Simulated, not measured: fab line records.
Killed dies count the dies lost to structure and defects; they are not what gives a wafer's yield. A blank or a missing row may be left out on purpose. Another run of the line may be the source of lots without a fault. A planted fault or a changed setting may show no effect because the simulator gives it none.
fab line records | flow n5-finfet
record lots=24 | wafers=72 | last-day=19
route steps=1938 shown BEOL_M3@1020 BEOL_M4@1023
lots with no fault: from the same line, run without faults
start-h: hours from the record's opening day to when the first of the lot's shown wafers began | wait-h: how many hours have passed since the lot's step before this one | " the same as in the row above | L1.1+2: a single row standing in for several wafers | - either no value or no given start | * or withheld: withheld | < > ~ a bound
route shown NAME@n: names a module that has steps shown in the file, with the first one's number in the route | usual: mean/standard deviation of fault-free wafers | same: alike in all rows | chamber/n: place in a boat | sites: the reading at each site | _std_site: standard deviation across them | _edge_site: the outer-site mean with the inner-site mean subtracted | radius-mm: for every site, how far away it sits from the centre of the wafer | mask NAME#n: copy n | behind: the last tool/chamber to shape the wafer | hold: the reason the lot was held/the length of the hold in hours/how it ended | device: which transistor (n, p or np) failed to switch | end of line: tests of these same wafers at the route's end | a step with no rows: only its recipe | killed: count of dies lost to structure and defects at first sort (not the wafer's yield) | map: a wafer's dies, x killed, . not, _ none there
set.NAME: the setting as run; set.NAME@STEP: as run at that earlier step | model.NAME: the simulator's own value behind a step, which no gauge read
steps of the route over a sample of lots; a table a step, a row a wafer
services: a tool's chamber out of use, with start hour (start-h, from the record's first day; less than 0 if before it), hours out, and reason
## steps
# step N5_BEOL_M3_INSPECT_59
# recipe inspect-instrument=darkfield | mode=post-dep
# usual raw-defect-count=72/21
lot.wafer | tool              | chamber | start-h | wait-h | raw-defect-count
L075.2    | defect-inspect-01 | -       | 188.03  | 0.0    | 53
L075.4    | "                 | -       | "       | "      | 75
L075.5    | "                 | -       | "       | "      | 122
L074.2    | defect-inspect-01 | -       | 189.92  | 0.0    | 68
L074.5    | "                 | -       | "       | "      | 48
L074.6    | "                 | -       | "       | "      | 56
L078.1    | defect-inspect-02 | -       | 192.29  | 0.0    | 115
L078.2    | "                 | -       | "       | "      | 69
L078.6    | "                 | -       | "       | "      | 118
L077.2    | defect-inspect-02 | -       | 192.54  | 0.0    | 51
L077.3    | "                 | -       | "       | "      | 96
L077.6    | "                 | -       | "       | "      | 67
L076.2    | defect-inspect-02 | -       | 192.83  | 0.0    | 74
L076.4    | "                 | -       | "       | "      | 57
L076.6    | "                 | -       | "       | "      | 85
L079.1    | defect-inspect-02 | -       | 196.30  | 0.0    | 96
L079.4    | "                 | -       | "       | "      | 36
L079.5    | "                 | -       | "       | "      | 57
L080.1    | defect-inspect-01 | -       | 210.10  | 0.0    | 87
L080.3    | "                 | -       | "       | "      | 127
L080.6    | "                 | -       | "       | "      | 66
L081.3    | defect-inspect-01 | -       | 210.37  | 0.0    | 80
L081.5    | "                 | -       | "       | "      | 36
L081.6    | "                 | -       | "       | "      | 59
L082.3    | defect-inspect-02 | -       | 215.12  | 0.0    | 54
L082.5    | "                 | -       | "       | "      | 74
L082.6    | "                 | -       | "       | "      | 63
L083.2    | defect-inspect-02 | -       | 228.28  | 0.0    | 84
L083.3    | "                 | -       | "       | "      | 56
L083.4    | "                 | -       | "       | "      | 61
L084.1    | defect-inspect-02 | -       | 240.29  | 0.0    | 47
L084.4    | "                 | -       | "       | "      | 73
L084.5    | "                 | -       | "       | "      | 54
L085.4    | defect-inspect-02 | -       | 242.46  | 0.0    | 62
L085.5    | "                 | -       | "       | "      | 47
L085.6    | "                 | -       | "       | "      | 34
L086.2    | defect-inspect-01 | -       | 242.75  | 0.0    | 73
L086.5    | "                 | -       | "       | "      | 74
L086.6    | "                 | -       | "       | "      | 57
L087.4    | defect-inspect-02 | -       | 242.87  | 0.0    | 82
L087.5    | "                 | -       | "       | "      | 81
L087.6    | "                 | -       | "       | "      | 83
L088.2    | defect-inspect-02 | -       | 256.56  | 0.0    | 71
L088.3    | "                 | -       | "       | "      | 104
L088.4    | "                 | -       | "       | "      | 85
L089.1    | defect-inspect-02 | -       | 258.70  | 0.0    | 97
L089.5    | "                 | -       | "       | "      | 69
L089.6    | "                 | -       | "       | "      | 119
L090.3    | defect-inspect-02 | -       | 264.54  | 0.0    | 51
L090.4    | "                 | -       | "       | "      | 63
L090.5    | "                 | -       | "       | "      | 43
L091.1    | defect-inspect-01 | -       | 274.05  | 0.0    | 55
L091.2    | "                 | -       | "       | "      | 67
L091.4    | "                 | -       | "       | "      | 92
L093.3    | defect-inspect-02 | -       | 286.07  | 0.0    | 56
L093.4    | "                 | -       | "       | "      | 33
L093.6    | "                 | -       | "       | "      | 49
L092.1    | defect-inspect-01 | -       | 287.79  | 0.0    | 44
L092.3    | "                 | -       | "       | "      | 101
L092.5    | "                 | -       | "       | "      | 65
L094.1    | defect-inspect-01 | -       | 296.26  | 0.0    | 58
L094.2    | "                 | -       | "       | "      | 100
L094.5    | "                 | -       | "       | "      | 72
L096.2    | defect-inspect-01 | -       | 309.85  | 0.0    | 66
L096.3    | "                 | -       | "       | "      | 77
L096.6    | "                 | -       | "       | "      | 44
L095.1    | defect-inspect-01 | -       | 312.93  | 0.0    | 67
L095.4    | "                 | -       | "       | "      | 93
L095.5    | "                 | -       | "       | "      | 81
L097.3    | defect-inspect-02 | -       | 318.03  | 0.0    | 101
L097.4    | "                 | -       | "       | "      | 81
L097.5    | "                 | -       | "       | "      | 100
# step N5_BEOL_M4_PECVD_72
# recipe material=SiO2 | target-thk-a=160 | temp-c=400 | precursor=TEOS/O2 | pressure-torr=5.5 | rf-w=450 | teos-flow-sccm=53.8 | gas=O2 | flow-sccm=3000 | time-s=18
# usual heater-power-w=705/92 | showerhead-plenum-p-Torr=8.78/0.061 | throttle-valve-pct=22.7/1
lot.wafer | tool     | chamber | start-h | wait-h | heater-power-w | showerhead-plenum-p-Torr | throttle-valve-pct
L075.2    | pecvd-01 | 2       | 188.17  | 0.0    | 660            | 8.85                     | 20.3
L075.4    | "        | 1       | "       | "      | 745            | 8.81                     | 22.7
L075.5    | "        | 0       | "       | "      | 850            | 8.85                     | 23.1
L074.2    | pecvd-01 | 2       | 190.06  | 0.0    | 736            | 8.86                     | 20.4
L074.5    | "        | 1       | "       | "      | 718            | 8.80                     | 22.9
L074.6    | "        | 0       | "       | "      | 831            | 8.89                     | 23.4
L078.1    | pecvd-03 | 2       | 192.43  | 0.0    | 695            | 8.77                     | 23.2
L078.2    | "        | 0       | "       | "      | 548            | 8.75                     | 22.7
L078.6    | "        | 1       | "       | "      | 741            | 8.80                     | 22.6
L077.2    | pecvd-03 | 2       | 192.68  | 0.0    | 557            | 8.78                     | 23.1
L077.3    | "        | 0       | "       | "      | 685            | 8.74                     | 22.6
L077.6    | "        | 0       | "       | "      | 704            | 8.79                     | 22.5
L076.2    | pecvd-03 | 2       | 192.97  | 0.0    | 618            | 8.78                     | 23.1
L076.4    | "        | 2       | "       | "      | 595            | 8.76                     | 23.1
L076.6    | "        | 0       | "       | "      | 693            | 8.79                     | 22.8
L079.1    | pecvd-03 | 2       | 196.44  | 0.0    | 570            | 8.76                     | 23.4
L079.4    | "        | 1       | "       | "      | 699            | 8.78                     | 22.6
L079.5    | "        | 0       | "       | "      | 686            | 8.77                     | 22.5
L080.1    | pecvd-03 | 0       | 210.24  | 0.0    | 548            | 8.79                     | 22.7
L080.3    | "        | 0       | "       | "      | 576            | 8.78                     | 22.9
L080.6    | "        | 0       | "       | "      | 543            | 8.77                     | 22.9
L081.3    | pecvd-01 | 1       | 210.51  | 0.0    | 647            | 8.80                     | 22.8
L081.5    | "        | 2       | "       | "      | 794            | 8.87                     | 20.3
L081.6    | "        | 1       | "       | "      | 649            | 8.83                     | 22.7
L082.3    | pecvd-02 | 1       | 215.27  | 0.0    | 610            | 8.80                     | 24.3
L082.5    | "        | 1       | "       | "      | 604            | 8.81                     | 24.3
L082.6    | "        | 2       | "       | "      | 589            | 8.75                     | 21.9
L083.2    | pecvd-02 | 0       | 228.44  | 0.0    | 637            | 8.69                     | 23.5
L083.3    | "        | 2       | "       | "      | 631            | 8.74                     | 22.0
L083.4    | "        | 1       | "       | "      | 706            | 8.79                     | 24.0
L084.1    | pecvd-01 | 1       | 240.45  | 0.0    | 685            | 8.79                     | 22.6
L084.4    | "        | 0       | "       | "      | 973            | 8.83                     | 23.5
L084.5    | "        | 2       | "       | "      | 731            | 8.87                     | 20.5
L085.4    | pecvd-01 | 1       | 242.62  | 0.1    | 684            | 8.82                     | 22.6
L085.5    | "        | 0       | "       | "      | 859            | 8.87                     | 23.6
L085.6    | "        | 2       | "       | "      | 681            | 8.85                     | 20.4
L086.2    | pecvd-02 | 1       | 242.89  | 0.0    | 715            | 8.81                     | 24.1
L086.5    | "        | 1       | "       | "      | 719            | 8.80                     | 24.2
L086.6    | "        | 2       | "       | "      | 692            | 8.74                     | 22.1
L087.4    | pecvd-01 | 1       | 243.03  | 0.1    | 719            | 8.79                     | 22.8
L087.5    | "        | 2       | "       | "      | 736            | 8.87                     | 20.2
L087.6    | "        | 0       | "       | "      | 919            | 8.86                     | 23.5
L088.2    | pecvd-03 | 0       | 256.70  | 0.0    | 582            | 8.76                     | 23.0
L088.3    | "        | 2       | "       | "      | 600            | 8.73                     | 21.7
L088.4    | "        | 0       | "       | "      | 573            | 8.75                     | 22.8
L089.1    | pecvd-03 | 0       | 258.85  | 0.0    | 615            | 8.77                     | 22.7
L089.5    | "        | 2       | "       | "      | 662            | 8.75                     | 21.7
L089.6    | "        | 1       | "       | "      | 686            | 8.80                     | 22.8
L090.3    | pecvd-01 | 0       | 264.68  | 0.0    | 889            | 8.88                     | 23.5
L090.4    | "        | 1       | "       | "      | 668            | 8.83                     | 22.7
L090.5    | "        | 2       | "       | "      | 741            | 8.88                     | 20.4
L091.1    | pecvd-01 | 2       | 274.20  | 0.0    | 649            | 8.89                     | 20.8
L091.2    | "        | 1       | "       | "      | 723            | 8.82                     | 22.6
L091.4    | "        | 2       | "       | "      | 675            | 8.86                     | 20.5
L093.3    | pecvd-03 | 0       | 286.21  | 0.0    | 621            | 8.79                     | 23.0
L093.4    | "        | 2       | "       | "      | 719            | 8.75                     | 21.9
L093.6    | "        | 0       | "       | "      | 627            | 8.79                     | 22.7
L092.1    | pecvd-02 | 1       | 287.93  | 0.0    | 609            | 8.76                     | 24.0
L092.3    | "        | 0       | "       | "      | 774            | 8.68                     | 23.7
L092.5    | "        | 1       | "       | "      | 603            | 8.79                     | 24.5
L094.1    | pecvd-02 | 2       | 296.40  | 0.0    | 644            | 8.74                     | 22.3
L094.2    | "        | 0       | "       | "      | 753            | 8.70                     | 23.7
L094.5    | "        | 0       | "       | "      | 786            | 8.66                     | 23.3
L096.2    | pecvd-02 | 2       | 309.99  | 0.0    | 643            | 8.74                     | 22.0
L096.3    | "        | 2       | "       | "      | 656            | 8.72                     | 22.3
L096.6    | "        | 2       | "       | "      | 654            | 8.75                     | 22.2
L095.1    | pecvd-02 | 2       | 313.09  | 0.0    | 707            | 8.77                     | 22.2
L095.4    | "        | 1       | "       | "      | 696            | 8.78                     | 24.2
L095.5    | "        | 2       | "       | "      | 704            | 8.73                     | 22.0
L097.3    | pecvd-02 | 2       | 318.17  | 0.0    | 668            | 8.76                     | 22.4
L097.4    | "        | 1       | "       | "      | 681            | 8.80                     | 24.4
L097.5    | "        | 0       | "       | "      | 734            | 8.70                     | 23.5
# step N5_BEOL_M4_SURFACE_TREAT_85
# recipe gas=Ar | time-s=* | ion-energy-ev=* | ion-current-ma-cm2=0.5 | pressure-mtorr=* | ar-flow-sccm=30
# usual throttle-valve-pct=*
lot.wafer | tool           | chamber | start-h | wait-h | throttle-valve-pct
L075.2    | pvd-sputter-03 | -       | 199.14  | 0.3    | *
L075.4    | "              | -       | "       | "      | *
L075.5    | "              | -       | "       | "      | *
L074.2    | pvd-sputter-02 | -       | 199.70  | 0.2    | *
L074.5    | "              | -       | "       | "      | *
L074.6    | "              | -       | "       | "      | *
L078.1    | pvd-sputter-03 | -       | 202.87  | 0.1    | *
L078.2    | "              | -       | "       | "      | *
L078.6    | "              | -       | "       | "      | *
L077.2    | pvd-sputter-02 | -       | 209.86  | 0.1    | *
L077.3    | "              | -       | "       | "      | *
L077.6    | "              | -       | "       | "      | *
L076.2    | pvd-sputter-01 | -       | 214.99  | 0.1    | *
L076.4    | "              | -       | "       | "      | *
L076.6    | "              | -       | "       | "      | *
L079.1    | pvd-sputter-03 | -       | 219.75  | 0.1    | *
L079.4    | "              | -       | "       | "      | *
L079.5    | "              | -       | "       | "      | *
L080.1    | pvd-sputter-03 | -       | 223.27  | 0.2    | *
L080.3    | "              | -       | "       | "      | *
L080.6    | "              | -       | "       | "      | *
L081.3    | pvd-sputter-03 | -       | 233.46  | 0.3    | *
L081.5    | "              | -       | "       | "      | *
L081.6    | "              | -       | "       | "      | *
L082.3    | pvd-sputter-03 | -       | 233.50  | 0.2    | *
L082.5    | "              | -       | "       | "      | *
L082.6    | "              | -       | "       | "      | *
L083.2    | pvd-sputter-02 | -       | 244.34  | 0.2    | *
L083.3    | "              | -       | "       | "      | *
L083.4    | "              | -       | "       | "      | *
L085.4    | pvd-sputter-02 | -       | 251.38  | 1.5    | *
L085.5    | "              | -       | "       | "      | *
L085.6    | "              | -       | "       | "      | *
L084.1    | pvd-sputter-02 | -       | 254.14  | 0.1    | *
L084.4    | "              | -       | "       | "      | *
L084.5    | "              | -       | "       | "      | *
L086.2    | pvd-sputter-03 | -       | 254.32  | 0.1    | *
L086.5    | "              | -       | "       | "      | *
L086.6    | "              | -       | "       | "      | *
L087.4    | pvd-sputter-02 | -       | 266.96  | 0.2    | *
L087.5    | "              | -       | "       | "      | *
L087.6    | "              | -       | "       | "      | *
L088.2    | pvd-sputter-03 | -       | 275.59  | 0.2    | *
L088.3    | "              | -       | "       | "      | *
L088.4    | "              | -       | "       | "      | *
L089.1    | pvd-sputter-01 | -       | 280.40  | 0.3    | *
L089.5    | "              | -       | "       | "      | *
L089.6    | "              | -       | "       | "      | *
L090.3    | pvd-sputter-02 | -       | 287.90  | 0.2    | *
L090.4    | "              | -       | "       | "      | *
L090.5    | "              | -       | "       | "      | *
L091.1    | pvd-sputter-02 | -       | 290.02  | 1.6    | *
L091.2    | "              | -       | "       | "      | *
L091.4    | "              | -       | "       | "      | *
L093.3    | pvd-sputter-01 | -       | 293.56  | 0.2    | *
L093.4    | "              | -       | "       | "      | *
L093.6    | "              | -       | "       | "      | *
L092.1    | pvd-sputter-01 | -       | 296.88  | 0.2    | *
L092.3    | "              | -       | "       | "      | *
L092.5    | "              | -       | "       | "      | *
L094.1    | pvd-sputter-02 | -       | 313.68  | 0.2    | *
L094.2    | "              | -       | "       | "      | *
L094.5    | "              | -       | "       | "      | *
L096.2    | pvd-sputter-02 | -       | 315.03  | 0.1    | *
L096.3    | "              | -       | "       | "      | *
L096.6    | "              | -       | "       | "      | *
L095.1    | pvd-sputter-02 | -       | 323.08  | 0.2    | *
L095.4    | "              | -       | "       | "      | *
L095.5    | "              | -       | "       | "      | *
L097.3    | pvd-sputter-02 | -       | 324.73  | 0.2    | *
L097.4    | "              | -       | "       | "      | *
L097.5    | "              | -       | "       | "      | *
# step N5_BEOL_M4_ANNEAL_80
# recipe temp-c=400 | time-s=240 | ambient=vacuum
# usual heater-power-w=842/83
lot.wafer | tool           | chamber | start-h | wait-h | heater-power-w
L075.2    | pvd-sputter-01 | -       | 199.90  | 0.0    | 821
L075.4    | "              | -       | "       | "      | 822
L075.5    | "              | -       | "       | "      | 823
L074.2    | pvd-sputter-02 | -       | 200.32  | 0.0    | 858
L074.5    | "              | -       | "       | "      | 781
L074.6    | "              | -       | "       | "      | 1014
L078.1    | pvd-sputter-01 | -       | 205.13  | 0.0    | 855
L078.2    | "              | -       | "       | "      | 874
L078.6    | "              | -       | "       | "      | 844
L077.2    | pvd-sputter-02 | -       | 210.50  | 0.0    | 1003
L077.3    | "              | -       | "       | "      | 901
L077.6    | "              | -       | "       | "      | 913
L076.2    | pvd-sputter-03 | -       | 215.63  | 0.0    | 906
L076.4    | "              | -       | "       | "      | 954
L076.6    | "              | -       | "       | "      | 938
L079.1    | pvd-sputter-01 | -       | 220.33  | 0.0    | 811
L079.4    | "              | -       | "       | "      | 832
L079.5    | "              | -       | "       | "      | 726
L080.1    | pvd-sputter-03 | -       | 223.89  | 0.0    | 729
L080.3    | "              | -       | "       | "      | 807
L080.6    | "              | -       | "       | "      | 933
L081.3    | pvd-sputter-03 | -       | 234.16  | 0.0    | 747
L081.5    | "              | -       | "       | "      | 788
L081.6    | "              | -       | "       | "      | 720
L082.3    | pvd-sputter-01 | -       | 235.90  | 0.0    | 855
L082.5    | "              | -       | "       | "      | 843
L082.6    | "              | -       | "       | "      | 801
L083.2    | pvd-sputter-01 | -       | 246.57  | 0.0    | 727
L083.3    | "              | -       | "       | "      | 833
L083.4    | "              | -       | "       | "      | 891
L085.4    | pvd-sputter-01 | -       | 251.91  | 0.0    | 885
L085.5    | "              | -       | "       | "      | 902
L085.6    | "              | -       | "       | "      | 709
L084.1    | pvd-sputter-03 | -       | 254.66  | 0.0    | 801
L084.4    | "              | -       | "       | "      | 929
L084.5    | "              | -       | "       | "      | 725
L086.2    | pvd-sputter-02 | -       | 254.93  | 0.0    | 1006
L086.5    | "              | -       | "       | "      | 895
L086.6    | "              | -       | "       | "      | 871
L087.4    | pvd-sputter-02 | -       | 269.22  | 0.0    | 860
L087.5    | "              | -       | "       | "      | 866
L087.6    | "              | -       | "       | "      | 1022
L088.2    | pvd-sputter-02 | -       | 277.00  | 0.0    | 779
L088.3    | "              | -       | "       | "      | 995
L088.4    | "              | -       | "       | "      | 864
L089.1    | pvd-sputter-02 | -       | 280.92  | 0.0    | 993
L089.5    | "              | -       | "       | "      | 768
L089.6    | "              | -       | "       | "      | 901
L090.3    | pvd-sputter-02 | -       | 288.44  | 0.0    | 909
L090.4    | "              | -       | "       | "      | 885
L090.5    | "              | -       | "       | "      | 926
L091.1    | pvd-sputter-02 | -       | 290.58  | 0.0    | 989
L091.2    | "              | -       | "       | "      | 856
L091.4    | "              | -       | "       | "      | 880
L093.3    | pvd-sputter-01 | -       | 294.10  | 0.0    | 877
L093.4    | "              | -       | "       | "      | 845
L093.6    | "              | -       | "       | "      | 826
L092.1    | pvd-sputter-01 | -       | 297.46  | 0.0    | 850
L092.3    | "              | -       | "       | "      | 705
L092.5    | "              | -       | "       | "      | 704
L094.1    | pvd-sputter-01 | -       | 314.30  | 0.0    | 874
L094.2    | "              | -       | "       | "      | 827
L094.5    | "              | -       | "       | "      | 900
L096.2    | pvd-sputter-01 | -       | 316.14  | 0.0    | 843
L096.3    | "              | -       | "       | "      | 723
L096.6    | "              | -       | "       | "      | 708
L095.1    | pvd-sputter-03 | -       | 323.60  | 0.0    | 736
L095.4    | "              | -       | "       | "      | 948
L095.5    | "              | -       | "       | "      | 728
L097.3    | pvd-sputter-02 | -       | 325.29  | 0.0    | 777
L097.4    | "              | -       | "       | "      | 888
L097.5    | "              | -       | "       | "      | 771
# step N5_BEOL_M4_SPUTTER_92
# recipe material=Cu | target-thk-a=45 | temp-c=-20 | chamber-pressure-pa=0.07 | power-w=withheld | time-s=8.29
# usual throttle-valve-pct=30.2/1
lot.wafer | tool           | chamber | start-h | wait-h | throttle-valve-pct
L075.2    | pvd-sputter-01 | -       | 200.92  | 0.1    | 28.4
L075.4    | "              | -       | "       | "      | 30.1
L075.5    | "              | -       | "       | "      | 30.2
L074.2    | pvd-sputter-02 | -       | 201.34  | 0.1    | 29.9
L074.5    | "              | -       | "       | "      | 29.4
L074.6    | "              | -       | "       | "      | 30.3
L078.1    | pvd-sputter-01 | -       | 206.15  | 0.1    | 28.1
L078.2    | "              | -       | "       | "      | 30.8
L078.6    | "              | -       | "       | "      | 28.4
L077.2    | pvd-sputter-02 | -       | 211.52  | 0.1    | 30.1
L077.3    | "              | -       | "       | "      | 32.0
L077.6    | "              | -       | "       | "      | 31.8
L076.2    | pvd-sputter-03 | -       | 216.65  | 0.1    | 30.2
L076.4    | "              | -       | "       | "      | 29.9
L076.6    | "              | -       | "       | "      | 29.8
L079.1    | pvd-sputter-01 | -       | 221.35  | 0.1    | 30.0
L079.4    | "              | -       | "       | "      | 28.3
L079.5    | "              | -       | "       | "      | 30.3
L080.1    | pvd-sputter-03 | -       | 224.91  | 0.1    | 31.2
L080.3    | "              | -       | "       | "      | 31.5
L080.6    | "              | -       | "       | "      | 29.6
L081.3    | pvd-sputter-03 | -       | 235.18  | 0.1    | 31.3
L081.5    | "              | -       | "       | "      | 31.6
L081.6    | "              | -       | "       | "      | 31.1
L082.3    | pvd-sputter-01 | -       | 236.92  | 0.1    | 28.1
L082.5    | "              | -       | "       | "      | 28.2
L082.6    | "              | -       | "       | "      | 29.9
L083.2    | pvd-sputter-01 | -       | 247.59  | 0.1    | 29.9
L083.3    | "              | -       | "       | "      | 30.1
L083.4    | "              | -       | "       | "      | 30.5
L085.4    | pvd-sputter-01 | -       | 252.93  | 0.1    | 30.4
L085.5    | "              | -       | "       | "      | 30.7
L085.6    | "              | -       | "       | "      | 29.9
L084.1    | pvd-sputter-03 | -       | 255.68  | 0.1    | 31.4
L084.4    | "              | -       | "       | "      | 29.9
L084.5    | "              | -       | "       | "      | 31.1
L086.2    | pvd-sputter-02 | -       | 255.95  | 0.1    | 30.0
L086.5    | "              | -       | "       | "      | 31.8
L086.6    | "              | -       | "       | "      | 30.2
L087.4    | pvd-sputter-02 | -       | 270.24  | 0.1    | 29.6
L087.5    | "              | -       | "       | "      | 29.8
L087.6    | "              | -       | "       | "      | 30.2
L088.2    | pvd-sputter-02 | -       | 278.02  | 0.1    | 29.7
L088.3    | "              | -       | "       | "      | 30.3
L088.4    | "              | -       | "       | "      | 29.9
L089.1    | pvd-sputter-02 | -       | 281.94  | 0.1    | 30.3
L089.5    | "              | -       | "       | "      | 29.7
L089.6    | "              | -       | "       | "      | 32.0
L090.3    | pvd-sputter-02 | -       | 289.46  | 0.1    | 31.5
L090.4    | "              | -       | "       | "      | 29.9
L090.5    | "              | -       | "       | "      | 32.0
L091.1    | pvd-sputter-02 | -       | 291.60  | 0.1    | 30.1
L091.2    | "              | -       | "       | "      | 29.9
L091.4    | "              | -       | "       | "      | 31.9
L093.3    | pvd-sputter-01 | -       | 295.12  | 0.1    | 30.8
L093.4    | "              | -       | "       | "      | 28.2
L093.6    | "              | -       | "       | "      | 30.0
L092.1    | pvd-sputter-01 | -       | 298.48  | 0.1    | 28.3
L092.3    | "              | -       | "       | "      | 30.2
L092.5    | "              | -       | "       | "      | 30.2
L094.1    | pvd-sputter-01 | -       | 315.32  | 0.1    | 30.5
L094.2    | "              | -       | "       | "      | 27.9
L094.5    | "              | -       | "       | "      | 30.7
L096.2    | pvd-sputter-01 | -       | 317.16  | 0.1    | 30.2
L096.3    | "              | -       | "       | "      | 30.6
L096.6    | "              | -       | "       | "      | 30.4
L095.1    | pvd-sputter-03 | -       | 324.62  | 0.1    | 31.3
L095.4    | "              | -       | "       | "      | 30.0
L095.5    | "              | -       | "       | "      | 31.5
L097.3    | pvd-sputter-02 | -       | 326.31  | 0.1    | 29.5
L097.4    | "              | -       | "       | "      | 31.8
L097.5    | "              | -       | "       | "      | 29.5
# step N5_BEOL_M4_ANNEAL_93
# recipe temp-c=400 | time-s=240 | ambient=vacuum
# usual heater-power-w=842/83
lot.wafer | tool           | chamber | start-h | wait-h | heater-power-w
L075.2    | pvd-sputter-01 | -       | 201.00  | 0.0    | 880
L075.4    | "              | -       | "       | "      | 802
L075.5    | "              | -       | "       | "      | 825
L074.2    | pvd-sputter-02 | -       | 201.42  | 0.0    | 863
L074.5    | "              | -       | "       | "      | 775
L074.6    | "              | -       | "       | "      | 995
L078.1    | pvd-sputter-01 | -       | 206.23  | 0.0    | 847
L078.2    | "              | -       | "       | "      | 906
L078.6    | "              | -       | "       | "      | 835
L077.2    | pvd-sputter-02 | -       | 211.60  | 0.0    | 990
L077.3    | "              | -       | "       | "      | 907
L077.6    | "              | -       | "       | "      | 916
L076.2    | pvd-sputter-03 | -       | 216.73  | 0.0    | 907
L076.4    | "              | -       | "       | "      | 943
L076.6    | "              | -       | "       | "      | 933
L079.1    | pvd-sputter-01 | -       | 221.43  | 0.0    | 814
L079.4    | "              | -       | "       | "      | 822
L079.5    | "              | -       | "       | "      | 715
L080.1    | pvd-sputter-03 | -       | 224.99  | 0.0    | 718
L080.3    | "              | -       | "       | "      | 771
L080.6    | "              | -       | "       | "      | 940
L081.3    | pvd-sputter-03 | -       | 235.26  | 0.0    | 717
L081.5    | "              | -       | "       | "      | 797
L081.6    | "              | -       | "       | "      | 734
L082.3    | pvd-sputter-01 | -       | 237.00  | 0.0    | 844
L082.5    | "              | -       | "       | "      | 856
L082.6    | "              | -       | "       | "      | 807
L083.2    | pvd-sputter-01 | -       | 247.67  | 0.0    | 717
L083.3    | "              | -       | "       | "      | 839
L083.4    | "              | -       | "       | "      | 881
L085.4    | pvd-sputter-01 | -       | 253.01  | 0.0    | 868
L085.5    | "              | -       | "       | "      | 883
L085.6    | "              | -       | "       | "      | 696
L084.1    | pvd-sputter-03 | -       | 255.76  | 0.0    | 790
L084.4    | "              | -       | "       | "      | 932
L084.5    | "              | -       | "       | "      | 705
L086.2    | pvd-sputter-02 | -       | 256.03  | 0.0    | 1001
L086.5    | "              | -       | "       | "      | 916
L086.6    | "              | -       | "       | "      | 855
L087.4    | pvd-sputter-02 | -       | 270.32  | 0.0    | 852
L087.5    | "              | -       | "       | "      | 890
L087.6    | "              | -       | "       | "      | 1011
L088.2    | pvd-sputter-02 | -       | 278.10  | 0.0    | 760
L088.3    | "              | -       | "       | "      | 1009
L088.4    | "              | -       | "       | "      | 891
L089.1    | pvd-sputter-02 | -       | 282.02  | 0.0    | 1016
L089.5    | "              | -       | "       | "      | 787
L089.6    | "              | -       | "       | "      | 909
L090.3    | pvd-sputter-02 | -       | 289.54  | 0.0    | 898
L090.4    | "              | -       | "       | "      | 869
L090.5    | "              | -       | "       | "      | 920
L091.1    | pvd-sputter-02 | -       | 291.68  | 0.0    | 1023
L091.2    | "              | -       | "       | "      | 862
L091.4    | "              | -       | "       | "      | 905
L093.3    | pvd-sputter-01 | -       | 295.20  | 0.0    | 894
L093.4    | "              | -       | "       | "      | 832
L093.6    | "              | -       | "       | "      | 836
L092.1    | pvd-sputter-01 | -       | 298.56  | 0.0    | 840
L092.3    | "              | -       | "       | "      | 719
L092.5    | "              | -       | "       | "      | 725
L094.1    | pvd-sputter-01 | -       | 315.40  | 0.0    | 869
L094.2    | "              | -       | "       | "      | 844
L094.5    | "              | -       | "       | "      | 875
L096.2    | pvd-sputter-01 | -       | 317.24  | 0.0    | 813
L096.3    | "              | -       | "       | "      | 723
L096.6    | "              | -       | "       | "      | 712
L095.1    | pvd-sputter-03 | -       | 324.70  | 0.0    | 720
L095.4    | "              | -       | "       | "      | 919
L095.5    | "              | -       | "       | "      | 716
L097.3    | pvd-sputter-02 | -       | 326.39  | 0.0    | 756
L097.4    | "              | -       | "       | "      | 921
L097.5    | "              | -       | "       | "      | 764
## services
tool           | chamber | start-h | hours | kind
pvd-sputter-02 | -       | 168.67  | 3.0   | repair
pecvd-02       | -       | 173.23  | 2.2   | repair
pecvd-03       | -       | 193.06  | 0.3   | repair
pecvd-01       | -       | 200.24  | 6.0   | pm
pecvd-03       | 1       | 201.03  | 2.1   | scheduled-down
pecvd-02       | 1       | 202.50  | 1.8   | repair
pecvd-03       | 2       | 203.21  | -     | clean
pecvd-03       | 2       | 203.21  | -     | consumable-replace:showerhead
pecvd-03       | 2       | 203.21  | 29.0  | scheduled-down
pecvd-03       | 2       | 203.21  | 29.0  | vent-cycle
pecvd-02       | 2       | 219.65  | 2.1   | scheduled-down
pecvd-03       | 0       | 226.34  | 12.3  | repair
pecvd-01       | 0       | 226.63  | 2.1   | scheduled-down
pecvd-02       | -       | 240.29  | 0.7   | repair
pecvd-02       | 2       | 245.18  | 15.3  | repair
pvd-sputter-01 | -       | 272.01  | 0.5   | repair
pecvd-02       | 2       | 276.32  | 5.5   | scheduled-down
pecvd-02       | 1       | 291.84  | 19.8  | repair
pecvd-03       | 0       | 308.66  | 4.7   | repair
## key
fault none
